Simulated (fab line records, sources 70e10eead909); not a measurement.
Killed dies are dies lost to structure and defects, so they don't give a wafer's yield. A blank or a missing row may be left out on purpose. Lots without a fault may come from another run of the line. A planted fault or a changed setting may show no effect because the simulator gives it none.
fab line records | flow nand_harc
record lots=5 wafers=15 last_day=32
route steps=1302 shown P_CONTACT@217
lots that met no fault: from a run of the same line without faults
start_h: hours from the record's first day to the start of the lot's first wafer shown | wait_h: hours since the lot's step before | " the same as in the row above | L1.1+2: a row that stands for several wafers | - no value, or no start given | * or withheld: withheld | < > ~ a bound
route shown NAME@n: a module of which the file shows steps, and the number in the route of the first | usual: mean/standard deviation of fault-free wafers | same: alike in all rows | chamber/n: place in a boat | sites: the reading at each site | _std_site: their standard deviation | _edge_site: outer sites' mean less inner sites' | radius_mm: how far each site lies from the wafer's centre | mask NAME#n: copy n | behind: the tool/chamber that last shaped the wafer | hold: why the lot was held/for how many hours/how that ended | device: the transistor (n, p or np) that didn't switch | end of line: the same wafers' tests at the end of the route | a step without rows: its recipe alone | killed: dies lost to structure and defects at the first sort, not the wafer's yield | map: a wafer's dies, x killed, . not, _ none there
set.NAME: the setting as run; set.NAME@STEP: as run at that earlier step | model.NAME: the simulator's own value behind a step, which no gauge read
lots at some steps of the route; a table a step, a row a wafer
services: from which hour (start_h, from the record's first day; less than 0 if before it) a tool's chamber was out of use, for how many hours, and why
## steps
# step NHARC_P_CONTACT_DEP_30
# recipe target_thk_a=300 temp_c=400 target_thk_nm=30 flow_sccm=200 rf_w=450 material=SiNx
# usual heater_power_w=720/82
# columns lot.wafer tool chamber start_h wait_h heater_power_w
L875.1 pecvd-02 1 174.19 0.1 712
L875.6 " 1 " " 711
L875.5 " 2 " " 639
L876.1 pecvd-02 2 189.88 0.1 614
L876.6 " 2 " " 589
L876.5 " 1 " " 715
L880.6 pecvd-02 1 224.03 0.2 682
L880.5 " 2 " " 579
L880.4 " 0 " " 744
L882.3 pecvd-04 2 265.55 0.1 790
L882.5 " 0 " " 831
L882.4 " 2 " " 795
L887.2 pecvd-04 2 295.02 0.1 806
L887.1 " 0 " " 805
L887.3 " 1 " " 628
# step NHARC_P_CONTACT_DEP_00
# recipe target_thk_a=5000 temp_c=400 pressure_torr=6.5 rf_w=900 teos_flow_sccm=161.4 flow_sccm=2650 target_thk_nm=500 gas=O2 material=SiO2
# usual heater_power_w=551/91 throttle_valve_pct=16.1/0.56
# columns lot.wafer tool chamber start_h wait_h heater_power_w throttle_valve_pct
L875.1 pecvd-02 1 - - 427 15.8
L875.6 " 1 " " 466 16.1
L875.5 " 2 " " 478 16.1
L876.1 pecvd-02 2 - - 482 16.1
L876.6 " 2 " " 364 15.6
L876.5 " 1 " " 444 15.7
L880.6 pecvd-02 1 - - 572 15.7
L880.5 " 2 " " 411 16.2
L880.4 " 0 " " 571 16.6
L882.3 pecvd-04 2 - - 660 16.1
L882.5 " 0 " " 661 16.5
L882.4 " 2 " " 678 15.8
L887.2 pecvd-04 2 - - 688 15.7
L887.1 " 0 " " 667 15.7
L887.3 " 1 " " 503 16.5
# step NHARC_P_CONTACT_CMP_01
# recipe target_thk_nm=200 material=SiO2
# step NHARC_P_CONTACT_SRD_03
# step NHARC_P_CONTACT_DEHYDRATE_04
# recipe temp_c=150 time_s=120
# step NHARC_P_CONTACT_HMDS_05
# recipe time_s=30
# step NHARC_P_CONTACT_COAT_33
# recipe temp_c=260 time_s=75
# step NHARC_P_CONTACT_COAT_34
# recipe temp_c=225 time_s=65
# step NHARC_P_CONTACT_COAT_06
# recipe spin_rpm=1500 resist_thk_nm=90
# step NHARC_P_CONTACT_SOFTBAKE_07
# recipe temp_c=105 time_s=55
# step NHARC_P_CONTACT_EBR_08
# step NHARC_P_CONTACT_EXPOSE_09
# recipe na=1.35 target_cd_nm=90 dose_mj=81.26 mask_id=P_CA
# usual exposure_dose_mJ_cm2=81.19/0.1
# columns lot.wafer tool chamber start_h wait_h mask exposure_dose_mJ_cm2
L875.1 arfi_scanner-02 0 175.57 - P_CA#0 81.02
L875.5 " 0 " " P_CA#0 81.20
L875.6 " 0 " " P_CA#0 81.02
L876.1 arfi_scanner-02 0 191.15 - P_CA#0 81.11
L876.5 " 0 " " P_CA#0 81.08
L876.6 " 0 " " P_CA#0 81.22
L880.4 arfi_scanner-01 0 225.32 - P_CA#0 81.23
L880.5 " 0 " " P_CA#0 81.37
L880.6 " 0 " " P_CA#0 81.24
L882.3 arfi_scanner-02 0 266.89 - P_CA#0 81.13
L882.4 " 0 " " P_CA#0 81.25
L882.5 " 0 " " P_CA#0 81.06
L887.1 arfi_scanner-01 0 296.42 - P_CA#0 84.74
L887.2 " 0 " " P_CA#0 84.59
L887.3 " 0 " " P_CA#0 84.64
# step NHARC_P_CONTACT_PEB_10
# recipe peb_temp_c=100 peb_time_s=65
# step NHARC_P_CONTACT_DEVELOP_11
# recipe develop_time_s=35 dev_temp_c=23
# step NHARC_P_CONTACT_CD_MEAS_12
# recipe target_cd_nm=90 landing_energy_ev=500
# usual cd_nm=90.2/0.76
# columns lot.wafer tool chamber start_h wait_h cd_nm
L875.1 cd_sem-01 0 175.71 - 90.2
L875.5 " 0 " " 90.0
L875.6 " 0 " " 89.4
L876.1 cd_sem-01 0 191.29 - 89.9
L876.5 " 0 " " 90.0
L876.6 " 0 " " 90.8
L880.4 cd_sem-02 0 225.46 - 90.8
L880.5 " 0 " " 90.9
L880.6 " 0 " " 90.2
L882.3 cd_sem-02 0 267.03 - 90.7
L882.4 " 0 " " 91.2
L882.5 " 0 " " 91.5
L887.1 cd_sem-02 0 296.56 - 82.2
L887.2 " 0 " " 89.3
L887.3 " 0 " " 82.0
# step NHARC_P_CONTACT_OVL_MEAS_13
# usual overlay_x_nm=0.2/1 overlay_y_nm=0.3/0.93
# columns lot.wafer tool chamber start_h wait_h overlay_x_nm overlay_y_nm
L875.1 overlay-01 - 175.80 - -1.0 0.1
L875.5 " - " " -0.6 -0.2
L875.6 " - " " -0.3 0.2
L876.1 overlay-01 - 191.39 - 0.9 0.6
L876.5 " - " " 1.2 1.1
L876.6 " - " " 1.2 0.8
L880.4 overlay-02 - 225.54 - 0.6 -0.5
L880.5 " - " " 0.6 -0.3
L880.6 " - " " 0.1 -0.4
L882.3 overlay-01 - 267.11 - 0.3 1.5
L882.4 " - " " 0.1 1.6
L882.5 " - " " -0.2 1.4
L887.1 overlay-02 - 296.65 - -0.1 1.7
L887.2 " - " " -0.4 1.4
L887.3 " - " " 0.2 1.8
# step NHARC_P_CONTACT_INSPECT_14
# usual raw_defect_count=4.0/2.1
# columns lot.wafer tool chamber start_h wait_h raw_defect_count
L875.1 defect_inspect-01 - 175.83 0.0 3
L875.5 " - " " 5
L875.6 " - " " 6
L876.1 defect_inspect-01 - 191.43 0.0 4
L876.5 " - " " 3
L876.6 " - " " 8
L880.4 defect_inspect-02 - 225.57 0.0 8
L880.5 " - " " 5
L880.6 " - " " 7
L882.3 defect_inspect-01 - 267.15 0.0 4
L882.4 " - " " 3
L882.5 " - " " 4
L887.1 defect_inspect-01 - 296.69 0.0 4
L887.2 " - " " 9
L887.3 " - " " 5
# step NHARC_P_CONTACT_DESCUM_17
# recipe time_s=3 o2_flow_sccm=200 ar_flow_sccm=0 bias_power_w=0 chemistry=O2
# usual drypump_motor_current_A=5.8/0.46 o2_flow_sccm=200.0/0.53 oes_product_au=1.003/0.013 rf_vpp_V=57.9/0.96 showerhead_plenum_p_Torr=1.95/0.098 throttle_valve_pct=11.310/0.008
# columns lot.wafer tool chamber start_h wait_h drypump_motor_current_A o2_flow_sccm oes_product_au rf_hours_counter_h rf_vpp_V showerhead_plenum_p_Torr throttle_valve_pct model.P_CONTACT.cd_nm
L875.1 rie_diel-10 1 175.91 0.1 6.5 200.2 1.011 3.8 58.0 1.94 11.318 90.24
L875.6 " 0 " " 5.7 199.9 1.005 - 57.0 1.80 11.309 89.13
L875.5 " 1 " " 6.5 199.9 1.011 - 58.6 1.94 11.311 90.04
L876.1 rie_diel-05 1 191.51 0.1 5.1 200.1 1.009 6.4 59.0 1.99 11.304 90.7
L876.5 " 3 " " 5.3 200.1 1.023 - 58.5 1.81 11.305 90.16
L876.6 " 0 " " 6.4 200.4 1.016 - 58.0 1.95 11.308 90.79
L880.4 rie_diel-12 0 225.65 0.1 4.9 200.1 1.002 2.7 58.6 2.06 11.321 91.63
L880.5 " 2 " " 5.4 200.7 1.013 - 59.3 2.04 11.312 91.54
L880.6 " 3 " " 5.7 199.9 0.996 - 57.9 2.04 11.315 89.36
L882.4 rie_diel-10 2 267.21 0.1 5.8 201.1 1.017 0.5 58.3 1.96 11.309 90.79
L882.3 " 3 " " 6.2 200.4 0.999 0.5 58.4 2.06 11.293 92.16
L882.5 " 3 " " 6.2 200.0 0.991 - 58.6 2.06 11.313 92.63
L887.1 rie_diel-10 3 296.75 0.1 6.2 199.6 0.987 1.4 59.9 2.06 11.306 83.17
L887.3 " 1 " " 6.5 199.8 1.011 1.5 57.7 1.94 11.313 82.3
L887.2 " 2 " " 5.8 200.1 1.009 1.3 59.0 1.96 11.317 88.7
# step NHARC_P_CONTACT_ETCH_35
# recipe target_depth_a=390 over_etch_frac=0.3 time_s=65 ion_energy_ev=80 cf4_flow_sccm=150 ar_flow_sccm=0 rf_w=300 bias_w=100 chemistry=CF4
# usual cf4_flow_sccm=150.0/0.45 drypump_motor_current_A=5.8/0.46 oes_product_au=1.003/0.012 rf_vpp_V=151.6/1.4 showerhead_plenum_p_Torr=1.80/0.083 throttle_valve_pct=13.284/0.0094
# columns lot.wafer tool chamber start_h wait_h cf4_flow_sccm drypump_motor_current_A oes_product_au rf_hours_counter_h rf_vpp_V showerhead_plenum_p_Torr throttle_valve_pct
L875.1 rie_diel-10 1 176.00 0.1 149.9 6.4 1.014 3.8 151.4 1.79 13.275
L875.6 " 2 " " 150.2 5.8 1.019 - 151.0 1.81 13.283
L875.5 " 3 " " 149.7 6.2 1.005 - 153.1 1.89 13.275
L876.1 rie_diel-05 2 191.58 0.1 149.5 5.8 0.996 6.3 149.8 1.66 13.297
L876.5 " 2 " " 149.4 5.7 0.991 - 149.7 1.66 13.275
L876.6 " 3 " " 150.3 5.3 1.005 - 148.5 1.68 13.288
L880.4 rie_diel-12 1 225.74 0.1 149.6 6.1 1.008 2.8 151.4 1.85 13.280
L880.5 " 2 " " 150.4 5.4 1.017 - 152.0 1.87 13.283
L880.6 " 3 " " 149.6 5.7 0.987 - 153.1 1.88 13.277
L882.3 rie_diel-10 1 267.30 0.1 150.4 6.5 1.003 0.6 152.5 1.79 13.281
L882.4 " 3 " " 150.3 6.2 0.992 0.5 154.0 1.89 13.265
L882.5 " 1 " " 150.2 6.5 1.013 - 153.5 1.79 13.284
L887.2 rie_diel-10 1 296.85 0.1 149.5 6.5 1.011 1.5 152.2 1.79 13.275
L887.1 " 2 " " 149.9 5.8 1.018 1.3 152.9 1.81 13.276
L887.3 " 3 " " 149.6 6.2 0.986 1.4 153.0 1.89 13.277
# step NHARC_P_CONTACT_ETCH_36
# recipe target_depth_a=2600 over_etch_frac=0.25 time_s=406.25 ion_energy_ev=200 n2_flow_sccm=150 h2_flow_sccm=150 ar_flow_sccm=0 rf_w=400 bias_w=150 chemistry=N2/H2
# usual drypump_motor_current_A=5.8/0.47 h2_flow_sccm=150.0/0.46 oes_product_au=1.002/0.011 rf_vpp_V=431/3.2 showerhead_plenum_p_Torr=2.08/0.11 throttle_valve_pct=14.171/0.0085
# columns lot.wafer tool chamber start_h wait_h drypump_motor_current_A h2_flow_sccm oes_product_au rf_hours_counter_h rf_vpp_V showerhead_plenum_p_Torr throttle_valve_pct
L875.1 rie_diel-10 3 - - 6.2 150.1 1.014 3.5 436 2.20 14.153
L875.5 " 1 " " 6.5 149.1 1.005 - 431 2.07 14.175
L875.6 " 2 " " 5.8 149.9 1.019 - 432 2.10 14.169
L876.1 rie_diel-05 1 - - 5.1 150.8 0.998 6.5 432 2.13 14.166
L876.6 " 1 " " 5.1 150.5 1.003 - 432 2.13 14.168
L876.5 " 2 " " 5.7 149.9 0.987 - 427 1.90 14.159
L880.4 rie_diel-12 0 - - 5.0 150.4 1.000 2.7 436 2.20 14.175
L880.5 " 3 " " 5.7 150.2 0.985 - 435 2.18 14.169
L880.6 " 0 " " 4.9 149.4 0.996 - 436 2.20 14.187
L882.3 rie_diel-10 0 - - 5.7 150.3 0.989 0.7 427 1.91 14.160
L882.4 " 2 " " 5.8 150.6 1.011 0.6 432 2.10 14.166
L882.5 " 0 " " 5.7 150.4 0.978 - 427 1.91 14.183
L887.1 rie_diel-10 3 - - 6.2 149.9 0.996 1.5 435 2.20 14.173
L887.3 " 1 " " 6.4 149.7 1.010 1.6 431 2.07 14.161
L887.2 " 2 " " 5.8 150.1 1.008 1.4 432 2.09 14.171
# step NHARC_P_CONTACT_ETCH_18
# recipe target_depth_a=4810 time_s=240.5 c4f8_flow_sccm=20 o2_flow_sccm=10 ar_flow_sccm=withheld rf_w=600 bias_w=1500 chemistry=C4F8/O2/Ar
# usual oes_product_au=0.958/0.022 rf_vpp_V=980/6.8
# columns lot.wafer tool chamber start_h wait_h oes_product_au rf_hours_counter_h rf_vpp_V
L875.1 rie_diel-10 1 - - 0.930 4.1 979
L875.5 " 3 " " 0.927 - 987
L875.6 " 0 " " 0.926 - 970
L876.1 rie_diel-05 3 - - 0.949 6.2 970
L876.6 " 3 " " 0.953 - 971
L876.5 " 0 " " 0.951 - 980
L880.4 rie_diel-12 0 - - 0.927 2.9 988
L880.5 " 1 " " 0.931 - 984
L880.6 " 2 " " 0.932 - 987
L882.4 rie_diel-10 0 - - 0.957 0.9 970
L882.3 " 1 " " 0.993 0.8 980
L882.5 " 0 " " 0.963 - 971
L887.1 rie_diel-10 2 - - 0.976 1.6 983
L887.2 " 3 " " 0.959 1.7 987
L887.3 " 1 " " 0.964 1.8 980
# step NHARC_P_CONTACT_STRIP_37
# recipe c4f8_flow_sccm=withheld o2_flow_sccm=8 ar_flow_sccm=withheld bias_w=0 chemistry=C4F8/O2/Ar
# step NHARC_P_CONTACT_ETCH_31
# recipe target_depth_a=300 time_s=85.7 ion_energy_ev=120 over_etch_frac=1 ch3f_flow_sccm=50 o2_flow_sccm=30 ar_flow_sccm=200 rf_w=500 bias_w=100 chemistry=CH3F/O2
# usual drypump_motor_current_A=5.8/0.48 o2_flow_sccm=30.00/0.087 oes_product_au=0.980/0.015 rf_vpp_V=244.9/1.9 showerhead_plenum_p_Torr=2.51/0.12 throttle_valve_pct=20.663/0.0095
# columns lot.wafer tool chamber start_h wait_h drypump_motor_current_A o2_flow_sccm oes_product_au rf_hours_counter_h rf_vpp_V showerhead_plenum_p_Torr throttle_valve_pct model.P_CONTACT.cd_nm
L875.1 rie_diel-10 0 - - 5.7 30.06 0.962 3.4 242.2 2.31 20.670 92.71
L875.6 " 3 " " 6.3 30.00 0.984 - 246.7 2.64 20.677 85.89
L875.5 " 0 " " 5.7 30.00 0.961 - 241.8 2.31 20.675 91.76
L876.1 rie_diel-05 2 - - 5.7 29.92 0.957 6.6 241.8 2.30 20.654 94.58
L876.5 " 3 " " 5.3 30.17 0.990 - 241.6 2.33 20.666 90.29
L876.6 " 0 " " 6.3 29.96 0.978 - 246.0 2.51 20.669 93.65
L880.4 rie_diel-12 3 - - 5.7 30.01 0.953 3.0 245.9 2.62 20.676 91.89
L880.6 " 0 " " 4.9 29.85 0.947 - 246.9 2.64 20.670 90.02
L880.5 " 1 " " 6.1 29.90 0.966 - 246.3 2.58 20.667 94.13
L882.4 rie_diel-10 3 - - 6.2 29.99 0.974 0.9 248.4 2.64 20.651 90.51
L882.3 " 0 " " 5.7 30.05 0.975 1.0 240.7 2.31 20.665 93.41
L882.5 " 2 " " 5.8 29.94 0.994 - 243.9 2.52 20.657 95.44
L887.2 rie_diel-10 2 - - 5.8 30.03 0.993 1.7 245.4 2.52 20.665 85.97
L887.1 " 3 " " 6.2 29.99 0.978 1.8 247.0 2.64 20.664 82.01
L887.3 " 1 " " 6.5 30.15 0.994 1.9 245.5 2.49 20.646 80.72
# step NHARC_P_CONTACT_CD_MEAS_19
# usual cd_nm=90.0/2.7
# columns lot.wafer tool chamber start_h wait_h cd_nm
L875.1 cd_sem-01 - 176.78 - 92.5
L875.5 " - " " 91.5
L875.6 " - " " 86.0
L876.1 cd_sem-03 - 192.37 - 94.8
L876.5 " - " " 90.7
L876.6 " - " " 93.6
L880.4 cd_sem-03 - 226.51 - 91.9
L880.5 " - " " 94.5
L880.6 " - " " 89.9
L882.3 cd_sem-02 - 268.09 - 93.1
L882.4 " - " " 90.7
L882.5 " - " " 95.6
L887.1 cd_sem-01 - 297.76 - 82.0
L887.2 " - " " 85.6
L887.3 " - " " 80.7
## services
# columns tool chamber start_h hours kind
rie_diel-10 0 167.56 2.5 repair
arfi_scanner-02 - 168.11 0.4 repair
rie_diel-05 0 171.14 7.7 repair
rie_diel-05 3 173.18 4.9 repair
pecvd-04 - 186.39 0.5 repair
rie_diel-10 - 205.25 1.1 repair
pecvd-02 - 214.97 0.5 repair
rie_diel-12 2 217.55 3.5 repair
pecvd-02 - 227.13 13.0 pm
rie_diel-05 - 229.60 9.0 pm
pecvd-04 - 237.23 0.7 repair
arfi_scanner-02 - 242.08 1.3 repair
rie_diel-10 - 242.50 9.0 pm
rie_diel-05 3 259.35 5.6 repair
rie_diel-12 0 261.36 35.6 repair
rie_diel-12 - 268.40 9.0 pm
pecvd-04 - 269.41 13.0 pm
rie_diel-05 0 271.05 4.5 repair
pecvd-02 - 283.20 3.0 repair
rie_diel-12 1 284.24 14.7 repair
arfi_scanner-02 - 288.58 9.9 repair
rie_diel-12 2 290.30 5.6 repair
pecvd-02 1 293.40 53.9 repair
rie_diel-10 0 296.09 9.0 repair
## key
first_sign step=NHARC_P_CONTACT_EXPOSE_09 reading=exposure_dose_mJ_cm2 direction=up sigmas=33 usual=81.19 struck=84.65
effect step=NHARC_P_CONTACT_CD_MEAS_12 reading=cd_nm direction=down sigmas=7.5 usual=90.2 struck=84.5 wafers_moved=2 through=control_loop
effect step=NHARC_P_CONTACT_CD_MEAS_19 reading=cd_nm direction=down sigmas=2.7 usual=90.0 struck=82.8 wafers_moved=2 through=control_loop
model_effect step=NHARC_P_CONTACT_DESCUM_17 value=P_CONTACT.cd_nm without=90.66 struck=84.73
model_effect step=NHARC_P_CONTACT_ETCH_31 value=P_CONTACT.cd_nm without=88.83 struck=82.9
met_at NHARC_P_CONTACT_EXPOSE_09
struck_wafers L887.1,L887.2,L887.3
sort_left_out L887.1,L887.2,L887.3
tester_left_out L887
loop_trim step=NHARC_P_CONTACT_EXPOSE_09 setting=dose lots=L887
onset_between 225.32 296.42
fault kind=process_parameter_drift tool=arfi_scanner-01 chamber=- onset_h=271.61 steps=NHARC_P_CONTACT_EXPOSE_09 channel=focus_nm offset=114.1 spread_by_wafer=0.3 shape=step end_h=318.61
# tester_left_out: of these lots the tester's yield and bins aren't shown, on N5 and GAA mostly nor the transistor test; their killed dies are dies lost to structure and defects alone, not to doping, threshold or leakage, so they don't give the yield
# sort_left_out: the simulated sort isn't trusted on such a fault, so these wafers' sort isn't shown, and their yield isn't known
# loop_trim: a control loop set the setting to another value than it would have without faults
